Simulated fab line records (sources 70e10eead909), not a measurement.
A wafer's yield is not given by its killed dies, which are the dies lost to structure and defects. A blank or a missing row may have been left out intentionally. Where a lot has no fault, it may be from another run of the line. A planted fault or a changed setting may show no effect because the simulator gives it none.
fab line records | flow nandHarc
record: lots: 7 wafers: 21 lastDay: 30
route steps=1302 shown P_GATE@177 END@1302
lots untouched by any fault: they come from a run of this same line in which no faults occurred
startH: start of the lot's first displayed wafer, in hours after the record's first day | waitH: hours since the lot's step before | " unchanged from the row above | L1.1+2: a single row standing in for several wafers | - either no value or no given start | * or withheld: withheld | < > ~ a bound
route shown NAME@n: NAME is a module with steps in the file, n the number in the route of the first one | usual: average and standard deviation across the fault-free wafers | same: alike in all rows | chamber/n: place in a boat | sites: readings site by site | _std_site: how widely they spread, as a standard deviation | _edge_site: outer sites' mean less inner sites' | radiusMm: for every site, how far away it sits from the centre of the wafer | mask NAME#n: copy n | behind: the tool/chamber that last shaped the wafer | hold: the reason the lot was held/the length of the hold in hours/how it ended | device: names the non-switching transistor (n, p or np) | end of line: tests run on the same wafers once the route is complete | step lacking rows: just its recipe | killed: dies lost to structure and defects at the first sort, not the wafer's yield | map: the dies of a wafer, with x for killed, . for not killed, _ for no die there
set.NAME: the setting as run; set.NAME@STEP: as run at that earlier step | model.NAME: the simulator's own value behind a step, which no gauge read
certain route steps with their lots: each step a table, each wafer a row
services: from which hour (startH, from the record's first day; less than 0 if before it) a tool's chamber was out of use, for how many hours, and why
== steps ==
step: NHARC_P_GATE_DEHYDRATE_51
recipe: tempC: 150 timeS: 120
step: NHARC_P_GATE_HMDS_52
recipe: timeS: 30
step: NHARC_P_GATE_COAT_53
recipe: spinRpm: 3000
step: NHARC_P_GATE_SOFTBAKE_54
recipe: tempC: 122 timeS: 95
step: NHARC_P_GATE_EBR_55
step: NHARC_P_GATE_EXPOSE_56
recipe: na: 0.6 targetCdNm: 720 doseMj: 14.81 maskId: P_PSD
step: NHARC_P_GATE_PEB_57
recipe: pebTempC: 118 pebTimeS: 85
step: NHARC_P_GATE_DEVELOP_58
recipe: timeS: 70
step: NHARC_P_GATE_CD_MEAS_59
recipe: targetCdNm: 720 landingEnergyEv: 500
usual: cdNm: 719.4/1.8
columns lot.wafer tool chamber startH waitH cdNm
L304.1 cdSem-02 0 132.35 - 720.5
L304.2 " 0 " " 719.2
L304.4 " 0 " " 718.8
L307.2 cdSem-01 0 165.91 - 719.5
L307.5 " 0 " " 718.5
L307.6 " 0 " " 720.0
L311.1 cdSem-02 0 202.89 - 720.5
L311.2 " 0 " " 717.8
L311.3 " 0 " " 717.3
L316.2 cdSem-03 0 254.01 - 721.4
L316.4 " 0 " " 721.0
L316.6 " 0 " " 717.6
L317.1 cdSem-02 0 273.35 - 717.9
L317.2 " 0 " " 720.5
L317.4 " 0 " " 718.0
L318.3 cdSem-02 0 279.06 - 719.3
L318.4 " 0 " " 719.8
L318.5 " 0 " " 717.4
L319.1 cdSem-01 0 283.50 - 721.5
L319.3 " 0 " " 721.6
L319.6 " 0 " " 720.7
step: NHARC_P_GATE_HARDBAKE_60
recipe: tempC: 125 timeS: 80
step: NHARC_P_GATE_DESCUM_61
recipe: timeS: 3 o2FlowSccm: 200 arFlowSccm: 0 biasPowerW: 0 chemistry: O2
usual: drypumpMotorCurrentA: 5.8/0.42 oesProductAu: 0.998/0.009 rfVppV: 57.8/0.81 showerheadPlenumPTorr: 1.93/0.06 throttleValvePct: 11.310/0.0086
columns lot.wafer tool chamber startH waitH drypumpMotorCurrentA oesProductAu rfHoursCounterH rfVppV showerheadPlenumPTorr throttleValvePct
L304.2 rieDiel-09 0 132.51 - 5.9 1.004 9 57.6 2.03 11.320
L304.4 " 1 " " 6.0 1.016 8 58.6 1.81 11.326
L304.1 " 3 " " 5.5 0.995 10 58.2 1.94 11.309
L307.2 rieDiel-09 2 166.11 - 6.2 0.981 1 59.2 1.96 11.326
L307.5 " 3 " " 5.5 0.999 - 58.8 1.94 11.301
L307.6 " 0 " " 5.9 1.007 - 59.3 2.02 11.302
L311.1 rieDiel-10 2 203.06 - 5.8 1.003 7 56.7 1.89 11.318
L311.3 " 3 " " 5.3 1.009 5 58.5 1.94 11.307
L311.2 " 0 " " 6.2 0.995 6 58.4 1.99 11.304
L316.2 rieDiel-13 1 254.17 - 5.1 1.000 4 58.1 1.89 11.317
L316.6 " 1 " " 5.1 1.000 - 56.9 1.89 11.305
L316.4 " 2 " " 6.4 0.997 - 58.4 1.95 11.308
L317.1 rieDiel-13 0 273.53 - 5.0 0.997 5 57.8 1.92 11.314
L317.2 " 1 " " 5.1 1.004 5 56.8 1.89 11.316
L317.4 " 2 " " 6.5 1.010 - 57.6 1.95 11.341
L318.3 rieDiel-10 0 279.21 - 6.1 0.986 2 59.8 1.99 11.301
L318.4 " 1 " " 5.6 0.999 - 58.9 1.91 11.319
L318.5 " 2 " " 5.8 1.010 - 57.1 1.89 11.311
L319.3 rieDiel-09 3 283.66 - 5.5 0.982 9 58.1 1.93 11.298
L319.1 " 2 " " 6.2 0.982 9 58.6 1.96 11.301
L319.6 " 3 " " 5.5 0.981 - 56.8 1.93 11.292
step: NHARC_P_GATE_IMPLANT_62
recipe: energyKev: 20 doseCm2: 3e+15 tiltDeg: 7
step: NHARC_P_GATE_STRIP_112
recipe: powerW: 1500 tempC: 110 timeS: 200 chemistry: N2/H2
usual: drypumpMotorCurrentA: 5.70/0.16 heaterPowerW: 95/6 rfReflPowerW: 21/6.4
columns lot.wafer tool chamber startH waitH drypumpMotorCurrentA heaterPowerW rfHoursCounterH rfReflPowerW
L304.2 plasmaAsher-01 0 132.88 0.2 5.79 93 29 21
L304.1 " 1 " " 5.54 86 29 30
L304.4 " 0 " " 5.78 90 - 22
L307.2 plasmaAsher-02 0 166.51 0.2 5.54 95 16 13
L307.5 " 1 " " 5.94 109 - 18
L307.6 " 0 " " 5.55 92 - 13
L311.1 plasmaAsher-02 1 203.42 0.2 5.94 107 24 18
L311.2 " 0 " " 5.53 94 24 13
L311.3 " 1 " " 5.94 107 - 18
L316.2 plasmaAsher-01 1 254.56 0.2 - - - -
L316.4 " 1 " " - - - -
L316.6 " 0 " " - - - -
L317.2 plasmaAsher-01 0 273.90 0.2 - - - -
L317.1 " 1 " " - - - -
L317.4 " 1 " " - - - -
L318.4 plasmaAsher-01 1 279.88 0.2 - - - -
L318.3 " 0 " " - - - -
L318.5 " 1 " " - - - -
L319.1 plasmaAsher-01 0 284.22 0.3 5.75 92 24 19
L319.3 " 1 " " 5.55 96 - 30
L319.6 " 1 " " 5.56 96 - 30
step: NHARC_P_GATE_STRIP_76
recipe: powerW: 1500 tempC: 250 chemistry: O2
usual: drypumpMotorCurrentA: 5.70/0.16 heaterPowerW: 355/23 rfReflPowerW: 21/6.4
columns lot.wafer tool chamber startH waitH drypumpMotorCurrentA heaterPowerW rfHoursCounterH rfReflPowerW
L304.2 plasmaAsher-01 0 133.15 0.2 5.79 334 29 19
L304.1 " 1 " " 5.53 320 29 30
L304.4 " 0 " " 5.76 333 - 20
L307.2 plasmaAsher-02 0 166.73 0.2 5.55 353 16 13
L307.5 " 1 " " 5.96 405 - 17
L307.6 " 0 " " 5.55 354 - 13
L311.1 plasmaAsher-02 1 203.68 0.2 5.96 408 25 18
L311.2 " 0 " " 5.53 346 25 12
L311.3 " 1 " " 5.97 406 - 18
L316.2 plasmaAsher-01 1 254.82 0.2 5.56 369 17 29
L316.4 " 1 " " 5.55 360 - 30
L316.6 " 0 " " 5.79 331 - 18
L317.2 plasmaAsher-01 0 274.16 0.2 5.77 341 22 21
L317.1 " 1 " " 5.53 355 22 31
L317.4 " 1 " " 5.57 367 - 29
L318.4 plasmaAsher-01 1 280.08 0.2 5.59 352 - 29
L318.3 " 0 " " 5.79 341 - 20
L318.5 " 1 " " 5.57 359 - 30
L319.1 plasmaAsher-01 0 284.48 0.2 5.77 338 25 20
L319.3 " 1 " " 5.58 360 - 30
L319.6 " 1 " " 5.54 352 - 30
step: NHARC_END_SORT_01
recipe: tempC: 25
usual: killedAtArray: 65/19 killedAtOther: 0.9/1.1 killedAtPeriphery: 3.5/2.3 killedDies: 69/19 killedOpen: 3.2/1.8 killedShort: 2.4/1.5
same: grossDies: 677
columns lot.wafer tool chamber startH waitH killedAtArray killedAtOther killedAtPeriphery killedDies killedOpen killedShort
L304.1 prober-01 0 587.54 2.5 58 0 0 58 3 2
L304.2 prober-01 0 588.34 2.8 61 1 1 63 5 2
L304.4 prober-01 0 589.94 3.4 63 1 6 70 6 4
L317.1 prober-01 0 714.74 2.5 34 0 5 39 4 3
L317.2 prober-01 0 715.55 2.8 29 1 4 34 6 2
L317.4 prober-01 0 717.16 3.4 22 0 5 27 4 4
L318.3 prober-01 0 724.21 3.1 97 1 8 106 3 0
L318.4 prober-01 0 725.00 3.4 96 0 6 102 1 2
L318.5 prober-01 0 725.80 3.7 91 1 11 103 1 3
killed by level:class
L304.1 A_CHANNEL_HOLE_D1:chamberFilmFlake=33 A_CHANNEL_HOLE_D2:chamberFilmFlake=10 A_CONTACT:chamberFilmFlake=6 A_STAIRCASE:chamberFilmFlake=2 A_ONON_D1:geometricParticle:short=1 A_CHANNEL_FILL_D1:geometricParticle:open=1 A_DECK1_JOINT:geometricParticle:open=1 A_CHANNEL_HOLE_D2:geometricParticle:short=1
L304.2 A_CHANNEL_HOLE_D1:chamberFilmFlake=33 A_CHANNEL_HOLE_D2:chamberFilmFlake=12 A_CONTACT:chamberFilmFlake=4 A_ONON_D2:geometricParticle:open=2 A_DECK1_JOINT:chamberFilmFlake=2 A_CHANNEL_FILL_D1:geometricParticle:short=1 A_WL_FILL:geometricParticle:open=1 A_CONTACT:geometricParticle:short=1
L304.4 A_CHANNEL_HOLE_D1:chamberFilmFlake=40 A_CHANNEL_HOLE_D2:chamberFilmFlake=8 A_DECK1_JOINT:geometricParticle:open=3 P_STI:chamberFilmFlake=3 A_CONTACT:chamberFilmFlake=3 A_CHANNEL_FILL_D2:geometricParticle:short=2 P_CONTACT:chamberFilmFlake=2 P_CONTACT:geometricParticle:open=1
L317.1 A_CHANNEL_HOLE_D1:chamberFilmFlake=14 A_CONTACT:chamberFilmFlake=6 P_GATE:chamberFilmFlake=4 A_CHANNEL_FILL_D1:chamberFilmFlake=2 A_DECK1_JOINT:chamberFilmFlake=2 A_SLIT:chamberFilmFlake=2 A_CHANNEL_FILL_D1:geometricParticle:open=1 A_CHANNEL_FILL_D1:geometricParticle:short=1
L317.2 A_CHANNEL_HOLE_D1:chamberFilmFlake=9 A_SLIT:chamberFilmFlake=7 P_GATE:chamberFilmFlake=4 A_CHANNEL_FILL_D1:geometricParticle:open=2 A_ONON_D2:geometricParticle:open=2 A_DECK1_JOINT:chamberFilmFlake=2 A_CHANNEL_FILL_D2:geometricParticle:short=1 A_WL_FILL:geometricParticle:short=1
L317.4 A_CHANNEL_HOLE_D1:chamberFilmFlake=9 P_GATE:chamberFilmFlake=3 A_SLIT:chamberFilmFlake=3 P_M0:geometricParticle:open=1 A_CHANNEL_FILL_D1:geometricParticle:open=1 A_CHANNEL_FILL_D1:geometricParticle:short=1 A_DECK1_JOINT:geometricParticle:open=1 A_DECK1_JOINT:geometricParticle:short=1
L318.3 A_SLIT:chamberFilmFlake=34 A_CHANNEL_HOLE_D1:chamberFilmFlake=33 A_CHANNEL_HOLE_D2:chamberFilmFlake=20 A_CONTACT:chamberFilmFlake=6 P_BONDPAD:chamberFilmFlake=4 P_ZERO_WELL:chamberFilmFlake=2 A_STAIRCASE:chamberFilmFlake=2 P_GATE:geometricParticle:open=1
L318.4 A_CHANNEL_HOLE_D1:chamberFilmFlake=33 A_SLIT:chamberFilmFlake=31 A_CHANNEL_HOLE_D2:chamberFilmFlake=22 A_CONTACT:chamberFilmFlake=5 P_BONDPAD:chamberFilmFlake=3 A_STAIRCASE:chamberFilmFlake=2 P_CONTACT:geometricParticle:open=1 A_CHANNEL_FILL_D1:geometricParticle:short=1
L318.5 A_SLIT:chamberFilmFlake=36 A_CHANNEL_HOLE_D1:chamberFilmFlake=33 A_CHANNEL_HOLE_D2:chamberFilmFlake=17 P_BONDPAD:chamberFilmFlake=5 P_GATE:chamberFilmFlake=2 A_CONTACT:chamberFilmFlake=2 P_GATE:geometricParticle:short=1 P_M0:geometricParticle:short=1
== services ==
columns tool chamber startH hours kind
rieDiel-09 0 122.10 - clean
rieDiel-09 1 122.10 - clean
rieDiel-09 3 132.68 1.2 repair
rieDiel-13 - 133.65 0.4 repair
rieDiel-10 3 137.84 14.4 repair
rieDiel-13 1 142.36 4.2 repair
rieDiel-09 - 143.44 9.0 pm
plasmaAsher-01 0 165.18 9.0 ventCycle
rieDiel-13 - 165.32 9.0 pm
plasmaAsher-01 0 174.18 - clean
plasmaAsher-01 1 174.18 - clean
rieDiel-10 - 183.04 1.2 repair
plasmaAsher-01 - 193.37 1.1 repair
rieDiel-10 0 203.53 2.6 repair
rieDiel-09 1 227.65 4.3 repair
plasmaAsher-02 - 240.46 0.3 repair
rieDiel-10 - 242.50 9.0 pm
rieDiel-13 3 243.16 34.5 repair
plasmaAsher-02 - 249.32 9.0 pm
plasmaAsher-02 0 249.32 9.0 ventCycle
plasmaAsher-02 1 249.32 9.0 ventCycle
plasmaAsher-02 0 258.32 - clean
plasmaAsher-02 1 258.32 - clean
rieDiel-10 3 268.21 15.9 repair
== key ==
firstSign: step: NHARC_P_GATE_STRIP_112 reading: toolRecord direction: missing
effect none on later readings
metAt NHARC_P_GATE_STRIP_112
struckWafers L316.2,L316.4,L316.6,L317.1,L317.2,L317.4,L318.3,L318.4,L318.5
testerLeftOut L316,L317,L318
onsetBetween 132.88 254.56
fault: kind: skippedStepWhole tool: plasmaAsher-01 chamber: - onsetH: 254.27 steps: NHARC_P_GATE_STRIP_112 scope: struckLotsOnly
testerLeftOut: of these lots the tester's yield and bins aren't shown, on N5 and GAA mostly nor the transistor test; their killed dies are dies lost to structure and defects alone, not to doping, threshold or leakage, so they don't give the yield
